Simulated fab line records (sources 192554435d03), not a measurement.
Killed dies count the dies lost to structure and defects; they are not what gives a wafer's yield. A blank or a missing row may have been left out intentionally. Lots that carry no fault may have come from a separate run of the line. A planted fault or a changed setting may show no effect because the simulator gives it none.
Chamber matching :: flow n5_finfet :: 4 sister chambers for N5_MIM_BOT_ETCH_ETCH_04 on rie_diel-02
The step etches SiNx in CF4/O2, target depth 26 nm, time 13 s. 8 wafers are shown with their chamber, then 7 later ones without.

## WAFERS PAIRED WITH THEIR CHAMBERS
wafer: L747.1
chamber: 3
drypump_motor_current_A (A): 6.8
oes_ar_750_au (a.u.): 0.87

wafer: L747.5
chamber: 2
drypump_motor_current_A (A): 5.8
oes_ar_750_au (a.u.): 0.90

wafer: L749.2
chamber: 3
drypump_motor_current_A (A): 6.8
oes_ar_750_au (a.u.): 0.87

wafer: L749.3
chamber: 2
drypump_motor_current_A (A): 5.9
oes_ar_750_au (a.u.): 0.91

wafer: L751.3
chamber: 1
drypump_motor_current_A (A): 6.3
oes_ar_750_au (a.u.): 0.80

wafer: L751.6
chamber: 0
drypump_motor_current_A (A): 5.8
oes_ar_750_au (a.u.): 0.67

wafer: L752.1
chamber: 0
drypump_motor_current_A (A): 5.8
oes_ar_750_au (a.u.): 0.67

wafer: L752.3
chamber: 1
drypump_motor_current_A (A): 6.3
oes_ar_750_au (a.u.): 0.80

## WAFERS WITH NO CHAMBER GIVEN
wafer: L752.5
drypump_motor_current_A (A): 6.3
oes_ar_750_au (a.u.): 0.80

wafer: L756.1
drypump_motor_current_A (A): 5.8
oes_ar_750_au (a.u.): 0.88

wafer: L756.4
drypump_motor_current_A (A): 6.3
oes_ar_750_au (a.u.): 0.79

wafer: L756.6
drypump_motor_current_A (A): 6.3
oes_ar_750_au (a.u.): 0.79

wafer: L761.2
drypump_motor_current_A (A): 5.8
oes_ar_750_au (a.u.): 0.95

wafer: L761.3
drypump_motor_current_A (A): 6.3
oes_ar_750_au (a.u.): 0.78

wafer: L761.6
drypump_motor_current_A (A): 5.8
oes_ar_750_au (a.u.): 0.95

## WHICH CHAMBER EACH WENT THROUGH
wafer: L752.5
from the rows above: 1
in truth: 1

wafer: L756.1
from the rows above: 2
in truth: 2

wafer: L756.4
from the rows above: 1
in truth: 1

wafer: L756.6
from the rows above: 1
in truth: 1

wafer: L761.2
from the rows above: 2
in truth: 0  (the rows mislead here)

wafer: L761.3
from the rows above: 1
in truth: 1

wafer: L761.6
from the rows above: 2
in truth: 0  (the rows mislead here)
Correct placement for 5 of the 7. Can't be placed from these rows: 0. 2 placed wrongly.
How it was worked out, from the rows above alone: a wafer's distance from a chamber is the root of the sum, over the readings, of the square of ((its reading less the chamber's mean) divided by the reading's scatter). If the next closest chamber is less than 2 further off than the closest, the wafer can't be placed; otherwise it belongs to the closest. The mean given for a chamber averages the wafers shown for that chamber. The scatter: take each reading less its chamber's mean, square it, sum over the shown wafers, divide by the number of wafers less the number of chambers, and take the root.
